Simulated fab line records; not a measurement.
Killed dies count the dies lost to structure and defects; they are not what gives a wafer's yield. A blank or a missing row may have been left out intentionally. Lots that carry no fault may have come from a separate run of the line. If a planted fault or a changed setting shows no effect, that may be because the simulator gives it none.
Split-lot study :: flow n5_finfet :: 21 wafers read from 7 lots, route of 1938 steps

## ON THE SPLIT
At N5_BEOL_M10_ETCH_41 (etches SiCN in CH3F/O2, target depth 42.6 nm, time 86 s), the setting source_w was moved away from the recipe's 395 W on 8 of the 21 wafers read, by -16.3% to +10.7%. For the rest of the wafers, this setting stayed at what the recipe calls for.

The reading is taken at the split's own step.

## THE READING
rf_vpp_V, in V, at N5_BEOL_M10_ETCH_41 (etches SiCN in CH3F/O2, target depth 42.6 nm, time 86 s). A value of 297.6 V with a standard deviation of 1.6 V is what fault-free wafers of this fab line usually give.

wafer: L076.1
tool, chamber at the split: rie_diel-04, 0
source_w as run, W: 395
against the recipe: recipe
rf_vpp_V, V: 296.8
against lot-mates on the recipe: -

wafer: L076.5
tool, chamber at the split: rie_diel-04, 0
source_w as run, W: 395
against the recipe: recipe
rf_vpp_V, V: 297.8
against lot-mates on the recipe: -

wafer: L076.6
tool, chamber at the split: rie_diel-04, 3
source_w as run, W: 395
against the recipe: recipe
rf_vpp_V, V: 300.0
against lot-mates on the recipe: -

wafer: L074.1
tool, chamber at the split: rie_diel-04, 2
source_w as run, W: 362.5
against the recipe: -8.2%
rf_vpp_V, V: 306.3
against lot-mates on the recipe: +8.3

wafer: L074.5
tool, chamber at the split: rie_diel-04, 2
source_w as run, W: 395
against the recipe: recipe
rf_vpp_V, V: 298.9
against lot-mates on the recipe: -

wafer: L074.6
tool, chamber at the split: rie_diel-04, 1
source_w as run, W: 395
against the recipe: recipe
rf_vpp_V, V: 297.2
against lot-mates on the recipe: -

wafer: L084.1
tool, chamber at the split: rie_diel-05, 2
source_w as run, W: 395
against the recipe: recipe
rf_vpp_V, V: 298.5
against lot-mates on the recipe: -

wafer: L084.3
tool, chamber at the split: rie_diel-05, 3
source_w as run, W: 395
against the recipe: recipe
rf_vpp_V, V: 296.4
against lot-mates on the recipe: -

wafer: L084.6
tool, chamber at the split: rie_diel-05, 2
source_w as run, W: 395
against the recipe: recipe
rf_vpp_V, V: 297.7
against lot-mates on the recipe: -

wafer: L085.1
tool, chamber at the split: rie_diel-02, 2
source_w as run, W: 330.5
against the recipe: -16.3%
rf_vpp_V, V: 313.8
against lot-mates on the recipe: +17.3

wafer: L085.5
tool, chamber at the split: rie_diel-02, 3
source_w as run, W: 395
against the recipe: recipe
rf_vpp_V, V: 295.3
against lot-mates on the recipe: -

wafer: L085.6
tool, chamber at the split: rie_diel-02, 0
source_w as run, W: 395
against the recipe: recipe
rf_vpp_V, V: 297.7
against lot-mates on the recipe: -

wafer: L087.1
tool, chamber at the split: rie_diel-04, 1
source_w as run, W: 395
against the recipe: recipe
rf_vpp_V, V: 297.0
against lot-mates on the recipe: -

wafer: L087.2
tool, chamber at the split: rie_diel-04, 3
source_w as run, W: 430.7
against the recipe: +9.0%
rf_vpp_V, V: 292.1
against lot-mates on the recipe: -4.9

wafer: L087.3
tool, chamber at the split: rie_diel-04, 0
source_w as run, W: 430.7
against the recipe: +9.0%
rf_vpp_V, V: 287.0
against lot-mates on the recipe: -10.0

wafer: L089.4
tool, chamber at the split: rie_diel-02, 2
source_w as run, W: 437.1
against the recipe: +10.7%
rf_vpp_V, V: 286.3
against lot-mates on the recipe: -10.2

wafer: L089.5
tool, chamber at the split: rie_diel-02, 3
source_w as run, W: 395
against the recipe: recipe
rf_vpp_V, V: 296.5
against lot-mates on the recipe: -

wafer: L089.6
tool, chamber at the split: rie_diel-02, 0
source_w as run, W: 437.1
against the recipe: +10.7%
rf_vpp_V, V: 287.3
against lot-mates on the recipe: -9.2

wafer: L094.2
tool, chamber at the split: rie_diel-04, 2
source_w as run, W: 429.2
against the recipe: +8.7%
rf_vpp_V, V: 289.3
against lot-mates on the recipe: -9.8

wafer: L094.5
tool, chamber at the split: rie_diel-04, 3
source_w as run, W: 395
against the recipe: recipe
rf_vpp_V, V: 299.1
against lot-mates on the recipe: -

wafer: L094.6
tool, chamber at the split: rie_diel-04, 2
source_w as run, W: 429.2
against the recipe: +8.7%
rf_vpp_V, V: 289.6
against lot-mates on the recipe: -9.5

THE FIT
A straight line over all 21 wafers: rf_vpp_V changes by -0.979 V for each +1% of source_w; r = -0.98; the points scatter about the line by 1.4 V.
The same after taking each lot's own level away (the mean of its wafers on the recipe; 21 wafers): -0.988 V for each +1%; r = -0.98; scatter 1.3 V.
According to that fit, moving source_w by its largest amount changes the reading by 16 V.
The span of the lots' own levels, 296.50 to 299.10 V, comes to 1.6 times the standard deviation stated above.
The two slopes are in agreement: the lot-to-lot level therefore moves the slope only a little.
Check: +15.6 V against its lot-mates is what the line predicts for one of the wafers moved furthest among these (-16.3%) when that wafer is left out of the fit. Against them it came out at +17.3 V.
Tool readings at the split's step, against how far the setting was moved: rf_vpp_V r = -0.98.

## OTHER SPLITS APPLIED TO THESE WAFERS
These wafers also went through other splits before the reading. Each is held against what the fit with the lots' levels taken away leaves over:
other split on the same wafers: N5_BEOL_M8_HM_DEP_02 target_thk_a
wafers away from the commonest value: 5
r with rf_vpp_V (lot level and that fit taken away): -0.03

other split on the same wafers: N5_BEOL_M8_ETCH_66 source_w
wafers away from the commonest value: 5
r with rf_vpp_V (lot level and that fit taken away): -0.31

other split on the same wafers: N5_BEOL_M8_TRENCH_ETCH_37 bias_w
wafers away from the commonest value: 7
r with rf_vpp_V (lot level and that fit taken away): -0.05

other split on the same wafers: N5_BEOL_M9_CMP_52 down_force_psi
wafers away from the commonest value: 9
r with rf_vpp_V (lot level and that fit taken away): -0.01

other split on the same wafers: N5_BEOL_M10_ILD_DEP_00 time_s
wafers away from the commonest value: 9
r with rf_vpp_V (lot level and that fit taken away): -0.04

## THE WHOLE CHAIN: every reading that the file lists as answering this split, in the file's order
step: N5_BEOL_M10_ETCH_41
what it does: etches SiCN in CH3F/O2, target depth 42.6 nm, time 86 s
reading: rf_vpp_V
change (the file's fit): -0.998 V for each +1% of the setting
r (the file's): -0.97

step: N5_BEOL_M10_ETCH_41
what it does: etches SiCN in CH3F/O2, target depth 42.6 nm, time 86 s
reading: etch.depth_nm (the simulator's own value, which no gauge read)
change (the file's fit): +0.132 nm for each +1% of the setting
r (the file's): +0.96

## THE FILE'S OWN FIT
rf_vpp_V changes by -0.998 V for each +1% of source_w, r = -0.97.
